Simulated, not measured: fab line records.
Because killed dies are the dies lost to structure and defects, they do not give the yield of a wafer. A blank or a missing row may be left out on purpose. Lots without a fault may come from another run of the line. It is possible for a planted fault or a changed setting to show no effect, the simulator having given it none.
fab line records	flow nand_harc
record lots=6	wafers=18	last_day=33
route steps=1302 shown P_M2@349 P_BONDPAD@351 END@1302
lots with no fault: from the same line, run without faults
start_h: hours from the record's opening day to when the first of the lot's shown wafers began	wait_h: how many hours have passed since the lot's step before this one	" same as the row above	L1.1+2: a row that stands for several wafers	- no value, or no start given	* or withheld: withheld	< > ~ a bound
route shown NAME@n: names a module that has steps shown in the file, with the first one's number in the route	usual: mean/standard deviation of fault-free wafers	same: alike in all rows	chamber/n: place in a boat	sites: per-site readings	_std_site: their standard deviation	_edge_site: outer sites' mean less inner sites'	radius_mm: for every site, how far away it sits from the centre of the wafer	mask NAME#n: copy n	behind: the tool/chamber that last shaped the wafer	hold: the reason the lot was held/the length of the hold in hours/how it ended	device: whichever transistor did not switch (one of n, p or np)	end of line: the tests these same wafers got at the end of their route	step lacking rows: just its recipe	killed: dies lost to structure and defects at the first sort, not the wafer's yield	map: a wafer's dies, marking killed ones x, the rest . and places with no die _
set.NAME: setting as actually run; set.NAME@STEP: the setting as run at that earlier step	model.NAME: the simulator's own value behind a step, which no gauge read
lots seen at some steps along the route; tables by step, rows by wafer
services: from which hour (start_h, from the record's first day; less than 0 if before it) a tool's chamber was out of use, for how many hours, and why
## steps
# step NHARC_P_M2_PRE_CLEAN_32
# recipe time_s=12	temp_c=370	rf_power_w=300	gas=NH3
# usual heater_power_w=602/69	rf_fwd_power_W=292.6/0.85
lot.wafer	tool	chamber	start_h	wait_h	heater_power_w	rf_fwd_power_W
L126.2	pecvd-02	0	195.39	0.1	586	292.2
L126.4	"	2	"	"	657	293.9
L126.6	"	1	"	"	685	292.5
L129.3	pecvd-04	2	231.78	0.1	634	292.7
L129.5	"	1	"	"	508	293.1
L129.4	"	0	"	"	587	291.5
L133.3	pecvd-03	1	275.23	0.6	630	292.9
L133.2	"	0	"	"	597	291.2
L133.5	"	0	"	"	624	293.0
L135.3	pecvd-04	0	289.58	0.1	595	293.3
L135.2	"	1	"	"	542	293.0
L135.6	"	2	"	"	626	291.7
L140.3	pecvd-04	0	333.31	0.1	678	292.8
L140.2	"	1	"	"	471	292.3
L140.6	"	0	"	"	669	293.7
L143.2	pecvd-03	0	359.90	0.1	628	291.9
L143.4	"	2	"	"	521	293.1
L143.5	"	0	"	"	633	291.4
# step NHARC_P_M2_DEP_33
# recipe target_thk_a=300	temp_c=370	target_thk_nm=30	pressure_torr=3	flow_sccm=200	rf_w=450	material=SiCN
# usual heater_power_w=550/68	rf_fwd_power_W=448.9/1.3
lot.wafer	tool	chamber	start_h	wait_h	heater_power_w	rf_fwd_power_W
L126.2	pecvd-02	0	195.50	0.1	519	447.5
L126.4	"	2	"	"	578	446.1
L126.6	"	1	"	"	583	447.2
L129.3	pecvd-04	2	231.89	0.1	577	449.8
L129.5	"	1	"	"	461	446.6
L129.4	"	0	"	"	627	450.3
L133.3	pecvd-03	1	275.31	0.1	528	448.2
L133.2	"	0	"	"	561	449.5
L133.5	"	0	"	"	552	447.9
L135.3	pecvd-04	0	289.69	0.1	598	449.8
L135.2	"	1	"	"	504	450.2
L135.6	"	2	"	"	511	448.3
L140.3	pecvd-04	0	333.39	0.1	637	448.8
L140.2	"	1	"	"	446	450.8
L140.6	"	0	"	"	631	449.8
L143.2	pecvd-03	0	360.04	0.1	576	448.6
L143.4	"	2	"	"	407	449.2
L143.5	"	0	"	"	599	449.1
# step NHARC_P_BONDPAD_DEP_00
# recipe target_thk_a=2500	temp_c=370	target_thk_nm=250	pressure_torr=3	flow_sccm=200	rf_w=450	material=SiCN
# usual heater_power_w=550/60	rf_fwd_power_W=449.0/1.4
lot.wafer	tool	chamber	start_h	wait_h	heater_power_w	rf_fwd_power_W
L126.2	pecvd-02	1	-	-	571	450.9
L126.6	"	1	"	"	578	451.9
L126.4	"	2	"	"	605	449.0
L129.3	pecvd-03	1	232.35	-	516	448.9
L129.5	"	2	"	"	516	448.9
L129.4	"	0	"	"	566	449.3
L133.2	pecvd-03	1	-	-	629	449.4
L133.3	"	2	"	"	426	450.5
L133.5	"	2	"	"	434	448.4
L135.3	pecvd-03	1	290.06	-	610	450.5
L135.2	"	2	"	"	415	449.1
L135.6	"	0	"	"	526	449.9
L140.2	pecvd-02	0	333.94	-	526	448.7
L140.3	"	1	"	"	620	448.5
L140.6	"	0	"	"	540	447.2
L143.2	pecvd-02	2	360.37	-	634	446.9
L143.4	"	2	"	"	635	446.6
L143.5	"	1	"	"	640	450.9
# step NHARC_P_BONDPAD_CMP_32
# recipe target_thk_nm=200	material=SiCN
# usual motor_current_A=12.0/1.7
lot.wafer	tool	chamber	start_h	wait_h	motor_current_A
L126.2	cmp-03	1	196.45	-	11.6
L126.4	"	2	"	"	10.0
L126.6	"	3	"	"	11.6
L129.3	cmp-04	3	232.67	-	11.5
L129.4	"	0	"	"	13.7
L129.5	"	0	"	"	15.2
L133.2	cmp-04	0	276.13	-	14.8
L133.3	"	1	"	"	11.4
L133.5	"	0	"	"	14.8
L135.3	cmp-01	1	290.47	-	11.2
L135.2	"	0	"	"	15.0
L135.6	"	1	"	"	10.8
L140.3	cmp-04	3	334.30	-	11.1
L140.2	"	2	"	"	10.4
L140.6	"	0	"	"	14.3
L143.2	cmp-01	2	360.82	-	9.8
L143.4	"	3	"	"	12.5
L143.5	"	0	"	"	15.9
# step NHARC_P_BONDPAD_THK_MEAS_33
# recipe thk_meas_gauge=ellipsometry
# usual thk_nm=200.3/1.5
lot.wafer	tool	chamber	start_h	wait_h	thk_nm
L126.2	film_metro-01	-	196.65	0.2	201.6
L126.4	"	-	"	"	200.9
L126.6	"	-	"	"	200.9
L129.3	film_metro-01	-	232.92	0.2	200.5
L129.4	"	-	"	"	200.7
L129.5	"	-	"	"	201.2
L133.2	film_metro-02	-	276.36	0.2	200.1
L133.3	"	-	"	"	200.0
L133.5	"	-	"	"	200.1
L135.2	film_metro-02	-	290.72	0.2	201.5
L135.3	"	-	"	"	201.2
L135.6	"	-	"	"	200.2
L140.2	film_metro-01	-	334.55	0.2	198.5
L140.3	"	-	"	"	199.5
L140.6	"	-	"	"	199.0
L143.2	film_metro-01	-	361.03	0.2	200.7
L143.4	"	-	"	"	200.6
L143.5	"	-	"	"	201.9
# step NHARC_P_BONDPAD_SRD_34
# step NHARC_P_BONDPAD_DEHYDRATE_01
# recipe temp_c=150	time_s=120
# step NHARC_P_BONDPAD_HMDS_02
# recipe time_s=30
# step NHARC_P_BONDPAD_COAT_36
# recipe temp_c=200	time_s=65
# step NHARC_P_BONDPAD_COAT_03
# recipe spin_rpm=2000	resist_thk_nm=600
# step NHARC_P_BONDPAD_SOFTBAKE_04
# recipe temp_c=125	time_s=70
# step NHARC_P_BONDPAD_EBR_05
# step NHARC_P_BONDPAD_EXPOSE_06
# recipe na=0.55	dose_mj=37.06	mask_id=P_BPAD
# usual exposure_dose_mJ_cm2=37.06/0.042
lot.wafer	tool	chamber	start_h	wait_h	mask	exposure_dose_mJ_cm2
L126.2	krf_scanner-03	0	197.07	-	P_BPAD#0	37.04
L126.4	"	0	"	"	P_BPAD#0	37.10
L126.6	"	0	"	"	P_BPAD#0	37.01
L129.3	krf_scanner-03	0	233.22	-	P_BPAD#0	37.07
L129.4	"	0	"	"	P_BPAD#0	37.09
L129.5	"	0	"	"	P_BPAD#0	37.05
L133.2	krf_scanner-03	0	276.78	-	P_BPAD#0	21.97
L133.3	"	0	"	"	P_BPAD#0	21.99
L133.5	"	0	"	"	P_BPAD#0	22.01
L135.2	krf_scanner-03	0	291.14	-	P_BPAD#0	25.04
L135.3	"	0	"	"	P_BPAD#0	25.07
L135.6	"	0	"	"	P_BPAD#0	25.02
L140.2	krf_scanner-02	0	334.97	-	P_BPAD#0	37.09
L140.3	"	0	"	"	P_BPAD#0	37.13
L140.6	"	0	"	"	P_BPAD#0	37.14
L143.2	krf_scanner-04	0	361.32	-	P_BPAD#0	37.02
L143.4	"	0	"	"	P_BPAD#0	37.05
L143.5	"	0	"	"	P_BPAD#0	37.06
# step NHARC_P_BONDPAD_PEB_07
# recipe peb_temp_c=128	peb_time_s=80
# step NHARC_P_BONDPAD_DEVELOP_08
# recipe time_s=50	dev_temp_c=22
# step NHARC_P_BONDPAD_CD_MEAS_09
# recipe target_cd_nm=500	landing_energy_ev=500
# usual cd_nm=498.5/1.9
lot.wafer	tool	chamber	start_h	wait_h	cd_nm
L126.2	cd_sem-01	0	197.21	-	501.0
L126.4	"	0	"	"	498.0
L126.6	"	0	"	"	495.8
L129.3	cd_sem-03	0	233.37	-	500.0
L129.4	"	0	"	"	502.0
L129.5	"	0	"	"	500.1
L133.2	cd_sem-03	0	276.92	-	483.3
L133.3	"	0	"	"	485.4
L133.5	"	0	"	"	483.5
L135.2	cd_sem-03	0	291.28	-	490.3
L135.3	"	0	"	"	492.0
L135.6	"	0	"	"	489.5
L140.2	cd_sem-02	0	335.12	-	498.9
L140.3	"	0	"	"	499.7
L140.6	"	0	"	"	498.2
L143.2	cd_sem-01	0	361.47	-	498.6
L143.4	"	0	"	"	499.8
L143.5	"	0	"	"	501.2
# step NHARC_P_BONDPAD_OVL_MEAS_38
# usual overlay_x_nm=0/4.8	overlay_y_nm=2/5.4
lot.wafer	tool	chamber	start_h	wait_h	overlay_x_nm	overlay_y_nm
L126.2	overlay-02	-	197.30	-	-1	1
L126.4	"	-	"	"	-1	1
L126.6	"	-	"	"	-1	2
L129.3	overlay-02	-	233.45	-	2	0
L129.4	"	-	"	"	2	-1
L129.5	"	-	"	"	2	0
L133.2	overlay-01	-	277.01	-	-1	5
L133.3	"	-	"	"	-2	5
L133.5	"	-	"	"	-1	6
L135.2	overlay-02	-	291.37	-	-3	-4
L135.3	"	-	"	"	-3	-3
L135.6	"	-	"	"	-3	-3
L140.2	overlay-02	-	335.21	-	3	9
L140.3	"	-	"	"	3	9
L140.6	"	-	"	"	3	9
L143.2	overlay-02	-	361.55	-	-3	5
L143.4	"	-	"	"	-3	5
L143.5	"	-	"	"	-3	5
# step NHARC_END_SORT_01
# recipe temp_c=25
# usual defect_limited_yield=91/3.2	killed_at_array=55/22	killed_at_other=1.1/1.4	killed_at_periphery=4/3.2	killed_dies=59/22	killed_open=3.3/1.8	killed_short=2.5/1.5
# same gross_dies=677
lot.wafer	tool	chamber	start_h	wait_h	defect_limited_yield[%]	killed_at_array	killed_at_other	killed_at_periphery	killed_dies	killed_open	killed_short
L126.2	prober-01	0	646.77	2.8	90	65	0	1	66	0	2
L126.4	prober-01	0	648.37	3.4	88	84	0	0	84	3	5
L126.6	prober-01	0	649.98	4.0	89	71	0	2	73	3	2
L135.2	prober-02	0	713.60	2.8	88	76	0	7	83	2	4
L135.3	prober-02	0	714.39	3.1	89	75	1	1	77	0	1
L135.6	prober-02	0	716.79	4.0	91	56	0	6	62	1	1
# killed by level:class
L126.2 A_SLIT:chamber_film_flake=27 A_CHANNEL_HOLE_D2:chamber_film_flake=15 A_CHANNEL_HOLE_D1:chamber_film_flake=7 A_ZERO_WELL:chamber_film_flake=3 A_CHANNEL_FILL_D1:chamber_film_flake=3 A_WL_FILL:chamber_film_flake=3 A_STAIRCASE:chamber_film_flake=2 A_CONTACT:chamber_film_flake=2
L126.4 A_CHANNEL_HOLE_D2:chamber_film_flake=33 A_SLIT:chamber_film_flake=28 A_CHANNEL_HOLE_D1:chamber_film_flake=6 A_WL_FILL:chamber_film_flake=4 A_ONON_D1:geometric_particle:open=2 A_ZERO_WELL:chamber_film_flake=2 A_CHANNEL_HOLE_D1:geometric_particle:short=1 A_CHANNEL_FILL_D1:geometric_particle:short=1
L126.6 A_SLIT:chamber_film_flake=34 A_CHANNEL_HOLE_D2:chamber_film_flake=14 A_WL_FILL:chamber_film_flake=5 A_STAIRCASE:chamber_film_flake=4 A_CONTACT:chamber_film_flake=4 A_ZERO_WELL:chamber_film_flake=3 A_CHANNEL_HOLE_D1:chamber_film_flake=2 P_M0:geometric_particle:open=1
L135.2 A_SLIT:chamber_film_flake=28 A_CHANNEL_HOLE_D2:chamber_film_flake=23 A_CHANNEL_HOLE_D1:chamber_film_flake=15 P_GATE:chamber_film_flake=4 A_CONTACT:chamber_film_flake=3 A_STAIRCASE:chamber_film_flake=2 P_GATE:geometric_particle:open=1 P_CONTACT:geometric_particle:short=1
L135.3 A_SLIT:chamber_film_flake=29 A_CHANNEL_HOLE_D2:chamber_film_flake=25 A_CHANNEL_HOLE_D1:chamber_film_flake=12 A_CONTACT:chamber_film_flake=5 A_CHANNEL_FILL_D1:chamber_film_flake=2 P_GATE:chamber_film_flake=1 STARTING-WAFER:geometric_particle:short=1 A_STAIRCASE:chamber_film_flake=1
L135.6 A_SLIT:chamber_film_flake=25 A_CHANNEL_HOLE_D2:chamber_film_flake=13 A_CHANNEL_HOLE_D1:chamber_film_flake=11 P_GATE:chamber_film_flake=5 A_CONTACT:chamber_film_flake=2 A_DECK1_JOINT:geometric_particle:open=1 A_CHANNEL_FILL_D2:geometric_particle:short=1 P_M0:chamber_film_flake=1
## services
tool	chamber	start_h	hours	kind
cmp-04	-	177.50	1.0	repair
pecvd-04	2	184.74	8.2	repair
pecvd-03	-	185.20	13.0	pm
cmp-01	-	187.68	4.0	pm
cmp-04	-	210.72	4.0	pm
krf_scanner-03	-	224.00	4.0	pm
pecvd-02	-	227.00	13.0	pm
pecvd-03	2	233.96	4.2	repair
cmp-01	-	234.88	0.9	repair
pecvd-02	0	254.89	4.5	repair
cmp-04	-	260.77	10.2	repair
cmp-01	-	266.81	0.5	repair
krf_scanner-03	-	266.90	0.2	repair
pecvd-04	-	269.17	13.0	pm
krf_scanner-03	-	271.24	0.7	repair
krf_scanner-03	-	279.09	0.9	repair
cmp-04	-	287.21	9.7	repair
pecvd-04	-	304.43	0.4	repair
cmp-04	-	308.72	4.0	pm
pecvd-03	1	317.16	3.3	repair
pecvd-02	-	317.91	0.6	repair
pecvd-04	0	320.40	6.1	repair
krf_scanner-03	-	346.97	20.0	repair
pecvd-04	-	350.30	1.5	repair
## key
first_sign step=NHARC_P_BONDPAD_EXPOSE_06	reading=exposure_dose_mJ_cm2	direction=down	sigmas=99+	usual=37.06	struck=23.52
effect step=NHARC_P_BONDPAD_CD_MEAS_09	reading=cd_nm	direction=down	sigmas=5.8	usual=498.5	struck=487.3	through=control_loop
met_at NHARC_P_BONDPAD_EXPOSE_06
struck_wafers L133.2,L133.3,L133.5,L135.2,L135.3,L135.6
loop_trim step=NHARC_P_BONDPAD_EXPOSE_06	setting=dose	lots=L135
onset_between 233.22 276.78
fault kind=process_parameter_drift	tool=krf_scanner-03	chamber=-	onset_h=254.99	steps=NHARC_P_BONDPAD_EXPOSE_06	channel=dose_mj	offset=-15.029	shape=step	acts_in=these_recipes_only	stated=37.06
# loop_trim: a control loop set the setting to another value than it would have without faults
